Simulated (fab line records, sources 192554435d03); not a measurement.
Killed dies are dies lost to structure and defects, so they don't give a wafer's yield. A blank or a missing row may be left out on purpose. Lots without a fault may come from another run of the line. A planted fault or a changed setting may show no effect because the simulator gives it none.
Which tool did it? | flow n5_finfet | 12 lots, 36 wafers sampled, at 2 steps of a route of 1938

WHAT THE GAUGES READ, wafer by wafer
N5_BEOL_M12_INSPECT_12: inspects for defects (macro).
lot  | measured     | on                | raw_defect_count
L076 | day 10 20:30 | defect_inspect-01 | 3 2 3
L077 | day 11 05:50 | defect_inspect-01 | 2 3 0
L079 | day 12 00:35 | defect_inspect-01 | 3 4 1
L082 | day 12 13:13 | defect_inspect-02 | 2 3 1
L084 | day 12 19:38 | defect_inspect-02 | 3 1 1
L085 | day 13 04:06 | defect_inspect-02 | 3 0 2
L088 | day 14 13:10 | defect_inspect-02 | 2 1 0
L090 | day 14 15:40 | defect_inspect-01 | 1 1 2
L089 | day 15 00:31 | defect_inspect-01 | 2 3 3
L094 | day 15 17:03 | defect_inspect-01 | 2 5 0
L096 | day 16 15:05 | defect_inspect-02 | 1 3 2
L097 | day 16 23:21 | defect_inspect-01 | 0 2 2

WHICH TOOL RAN EACH LOT (tool, then ch and the chambers of the sampled wafers, then the start)
lot  | N5_BEOL_M11_CMP_52
L076 | cmp-03 ch 0,1,2, day 10 19:32
L077 | cmp-03 ch 0,2,3, day 11 04:53
L079 | cmp-01 ch 1,2,3, day 11 23:29
L082 | cmp-02 ch 0,3, day 12 12:17
L084 | cmp-03 ch 1,2,3, day 12 18:46
L085 | cmp-03 ch 1,2, day 13 03:00
L088 | cmp-03 ch 0,1, day 14 12:05
L090 | cmp-02 ch 1,3, day 14 14:36
L089 | cmp-03 ch 1,2, day 14 23:33
L094 | cmp-03 ch 0,2, day 15 15:54
L096 | cmp-02 ch 0,1,3, day 16 14:00
L097 | cmp-02 ch 0,1,2, day 16 22:19
- N5_BEOL_M11_CMP_52: polishes, stops on SiCOH lowk, t overpolish 7 s, target thk 140 nm.

THE ANSWER, worked out from the rows above alone
Rule: what is usual is taken from the lots themselves. Put in order of their means at a reading, lots are off if they are a third of the lots or fewer, leave a main group of 4 or more, and stand apart from it by a gap of 3 or more times the standard deviation of the main group's means; of several such gaps the widest counts. A main group whose means are all the same, to the digits that the tables above print for the reading, isn't used. A lot without any number at a reading at which 4 lots or more have one is off too. The other lots that the step has rows for count as sound.
No lot is off at any reading shown: from this, nothing can be told.

WHAT THE SIMULATOR HAD PUT IN
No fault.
